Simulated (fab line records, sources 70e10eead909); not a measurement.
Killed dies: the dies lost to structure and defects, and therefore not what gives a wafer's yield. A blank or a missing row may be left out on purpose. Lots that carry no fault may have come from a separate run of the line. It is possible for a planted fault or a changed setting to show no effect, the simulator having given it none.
Chamber matching | flow nandHarc | NHARC_A_ONON_D1_DEP_33 on pecvd-01 has 3 sister chambers
The step deposits SiO2, target thk 200 nm. 6 wafers are shown with their chamber, then 11 later ones without.

## WAFERS WITH THEIR CHAMBER
wafer  | chamber | heaterPowerW (W) | throttleValvePct (%)
L092.2 | 0       | 609              | 15.6
L092.4 | 1       | 561              | 15.4
L093.1 | 0       | 641              | 15.6
L093.3 | 1       | 603              | 15.5
L093.5 | 2       | 471              | 15.8
L094.1 | 2       | 585              | 15.8

## WAFERS WITH NO CHAMBER GIVEN
wafer  | heaterPowerW (W) | throttleValvePct (%)
L094.4 | 634              | 15.6
L094.5 | 505              | 15.5
L095.1 | 490              | 15.7
L095.3 | 525              | 15.7
L095.4 | 530              | 15.3
L096.1 | 594              | 15.7
L096.2 | 592              | 15.7
L096.3 | 665              | 15.6
L097.1 | 669              | 15.8
L097.5 | 469              | 15.8
L097.6 | 688              | 15.8

## EACH ONE'S CHAMBER
wafer  | from the rows above     | in truth
L094.4 | 0                       | 0
L094.5 | can't be placed: 1 or 0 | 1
L095.1 | can't be placed: 2 or 0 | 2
L095.3 | can't be placed: 2 or 0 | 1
L095.4 | 1                       | 1
L096.1 | can't be placed: 0 or 2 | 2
L096.2 | can't be placed: 0 or 2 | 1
L096.3 | 0                       | 0
L097.1 | 2                       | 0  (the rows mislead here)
L097.5 | 2                       | 2
L097.6 | can't be placed: 2 or 0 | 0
Placed correctly: 4 of 11. Unplaceable from these rows: 6, with the true chamber sitting among the candidates in 4. Placed wrongly: 1.
How it was worked out, from the rows above alone: a wafer's distance from a chamber is the root of the sum, over the readings, of the square of ((its reading less the chamber's mean) divided by the reading's scatter). If the next closest chamber is less than 2 further off than the closest, the wafer can't be placed; otherwise it belongs to the closest. Each chamber's mean is taken over the wafers shown for it. How the scatter is found: for the shown wafers, subtract from each reading the mean of its chamber, square and add these, divide the total by (wafers less chambers), then take the root.
